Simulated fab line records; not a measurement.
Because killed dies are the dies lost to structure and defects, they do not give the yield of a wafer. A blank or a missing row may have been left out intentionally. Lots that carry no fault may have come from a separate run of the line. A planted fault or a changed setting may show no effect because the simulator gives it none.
A lot that was struck, set against a sound lot / flow n5-finfet / 39 out of 1938 route steps
Sound: wafers L470.1, L470.4, L470.5. Struck: wafers L462.1, L462.3, L462.4. The cause is named last.
At each step with rows: each side's tool, then ch and its chambers, then its first start. Under that, the readings that differ: sound wafers / struck wafers / difference of the means / sigmas: that difference in standard deviations of wafers without a fault.
alike: readings with means less than 2 such deviations apart, plus words and numbers identical on both sides. not compared: withheld readings, readings lacking a value on some wafer, bounds such as >300 that could conceal the same value, and numbers that have no deviation in the record and whose values overlap.
The two part at a step that has a row with sigmas, a row that says differs or no value, or rows on one side only. Numbers that have no deviation but don't overlap get no sigmas and don't part them. A reading that every wafer of one side lacks parts them only if that side has two wafers or more.

first, 11 steps without rows for these wafers: N5_BEOL_M1_ANNEAL_91 (time 240 s); N5_BEOL_M1_SPUTTER_92 (material Cu, target thk 4.5 nm, time 8.29 s); N5_BEOL_M1_ANNEAL_93 (time 240 s); N5_BEOL_M1_SPUTTER_94 (material Cu, target thk 4.5 nm, time 8.29 s); N5_BEOL_M1_ANNEAL_95 (time 240 s); N5_BEOL_M1_SPUTTER_96 (material Cu, target thk 4.5 nm, time 8.29 s); N5_BEOL_M1_ECD_50 (material Cu, target thk 300 nm); N5_BEOL_M1_ANNEAL_51 (time 90 s); N5_BEOL_M1_CMP_52 (polishes, stops on SiOC, t overpolish 6.8 s, target thk 40 nm); N5_BEOL_M1_PRE_CLEAN_60 (time 15 s); N5_BEOL_M1_CO_CAP_55 (material Co, precursor CCTBA/H2, target thk 2 nm, time 102.1 s).
N5_BEOL_M1_PRE_CLEAN_56: time 15 s.
  sound on pecvd-04 ch 0,1,2, day 10 13:20; struck on pecvd-01 ch 0,1, day 8 14:32
then, 1 step without rows for these wafers: N5_BEOL_M1_DEP_57 (deposits SiCN from 3MS/NH3, target thk 8 nm, time 14 s).
N5_BEOL_M1_INSPECT_59: inspects for defects (darkfield).
  sound on defect-inspect-02, day 10 13:29; struck on defect-inspect-01, day 8 14:40
reading=raw-defect-count; sound=123 95 71; struck=1205 1182 1234; difference=+1111; sigmas=+48
then, 12 steps without rows for these wafers: N5_BEOL_M2_ILD_DEP_00 (deposits SiOC from DEMS/O2, target thk 79 nm, time 15.3 s); N5_BEOL_M2_PECVD_72 (deposits SiO2 from TEOS/O2, target thk 16 nm, time 18 s); N5_BEOL_M2_HM_DEP_02 (deposits TiN, target thk 20 nm); N5_BEOL_M2_COAT_61 (time 60 s, resist thk 60 nm); N5_BEOL_M2_COAT_62 (time 60 s, resist thk 12 nm); N5_BEOL_M2_COAT_73 (time 60 s, resist thk 5 nm); N5_BEOL_M2_COAT_05 (resist thk 30 nm); N5_BEOL_M2_EBR_07; N5_BEOL_M2_SOFTBAKE_06 (time 60 s); N5_BEOL_M2_EXPOSE_08 (exposes mask M2); N5_BEOL_M2_PEB_09 (peb time 60 s); N5_BEOL_M2_DEVELOP_10 (develop time 30 s).
N5_BEOL_M2_INSPECT_13: inspects for defects (brightfield).
  sound on defect-inspect-01, day 10 15:59; struck on defect-inspect-02, day 8 16:56
reading=raw-defect-count; sound=408 365 307; struck=1576 1458 1564; difference=+1173; sigmas=+12
then, 9 steps without rows for these wafers: N5_BEOL_M2_DESCUM_16 (chemistry O2, time 7 s); N5_BEOL_M2_ETCH_74 (etches underlayer in N2/H2, target depth 6.5 nm, time 5.2 s); N5_BEOL_M2_ETCH_63 (etches SiARC in CF4, target depth 15.6 nm, time 26 s); N5_BEOL_M2_ETCH_64 (etches SOC in N2/H2, target depth 75 nm, overetch 22.5 nm, time 121.9 s); N5_BEOL_M2_STRIP_65 (strips in N2/H2); N5_BEOL_M2_STRIP_75 (strips in N2/H2); N5_BEOL_M2_STRIP_66 (strips in CF4); N5_BEOL_M2_HM_OPEN_17 (chemistry Cl2/BCl3, target TiN, target depth 20 nm, overetch 6 nm); N5_BEOL_M2_STRIP_19 (strips in O2).
N5_BEOL_M2_INSPECT_30: inspects for defects (brightfield).
  sound on defect-inspect-01, day 10 17:01; struck on defect-inspect-01, day 8 17:54
reading=raw-defect-count; sound=405 339 291; struck=1594 1451 1584; difference=+1198; sigmas=+13
N5_BEOL_M4_RC_MEAS_101:
  sound on prober-02 ch 0, day 12 01:07; struck on prober-01 ch 0, day 10 03:49
  alike: DIBL_N, DIBL_P, IOFF_N, IOFF_P, ION_N, ION_P, SS_N, SS_P, VT_N, VT_P
-- here the record skips 5 days between the struck wafers' starts before and after, leaving off in module BEOL_M4 and picking up in module PASSIVATION (first step shown: number 1936 of the route) --
N5_PASSIVATION_PROBE_49:
  rows exist in the record for the struck wafers here (prober-01, day 15 03:40), but not for the sound ones

== WHERE THEY PART ==
First at N5_BEOL_M1_INSPECT_59; last, within this record, at N5_PASSIVATION_PROBE_49.

WHY: what the simulator had put in
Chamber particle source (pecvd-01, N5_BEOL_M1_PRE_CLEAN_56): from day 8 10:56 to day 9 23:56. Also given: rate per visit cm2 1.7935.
